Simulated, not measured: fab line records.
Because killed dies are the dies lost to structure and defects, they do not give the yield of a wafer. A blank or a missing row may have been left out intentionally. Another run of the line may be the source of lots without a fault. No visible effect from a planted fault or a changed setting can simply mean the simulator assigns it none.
Chamber matching | flow n5Finfet | N5_BEOL_M10_CURE_71 on uvCure-02: 3 sister chambers
The step cures SiCOH lowk, time 240 s. 3 wafers are shown with their chamber, then 11 later ones without.

== WAFERS, EACH WITH ITS CHAMBER ==
wafer  | chamber | wafer_temp_C_max
L085.6 | 0       | 386.8
L087.6 | 2       | 386.9
L092.2 | 1       | 386.5

== WAFERS WHOSE CHAMBER IS MISSING ==
wafer  | wafer_temp_C_max
L092.5 | 386.1
L092.6 | 387.1
L093.1 | 387.1
L093.2 | 387.0
L093.3 | 386.7
L095.2 | 387.1
L095.4 | 386.9
L095.5 | 387.1
L097.4 | 386.4
L097.5 | 386.7
L097.6 | 387.1

== THE CHAMBER EACH PASSED THROUGH ==
wafer  | from the rows above          | in truth
L092.5 | can't be placed: 1 or 0      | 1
L092.6 | can't be placed: 2 or 0      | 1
L093.1 | can't be placed: 2 or 0      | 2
L093.2 | can't be placed: 2 or 0      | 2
L093.3 | can't be placed: 0 or 1 or 2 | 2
L095.2 | can't be placed: 2 or 0      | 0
L095.4 | can't be placed: 2 or 0      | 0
L095.5 | can't be placed: 2 or 0      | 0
L097.4 | can't be placed: 1 or 0      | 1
L097.5 | can't be placed: 0 or 1 or 2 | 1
L097.6 | can't be placed: 2 or 0      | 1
Placed correctly: 0 of 11. Cannot be placed on the basis of these rows: 11; the candidates contain the true chamber in 9. Wrongly placed: 0.
How it was worked out, from the rows above alone: a wafer's distance from a chamber is the root of the sum, over the readings, of the square of ((its reading less the chamber's mean) divided by the reading's scatter). If the next closest chamber is less than 2 further off than the closest, the wafer can't be placed; otherwise it belongs to the closest. The mean given for a chamber averages the wafers shown for that chamber. The scatter: with one shown wafer a chamber, the root of the mean of the squares of how far each hidden wafer lies from its nearest shown one.
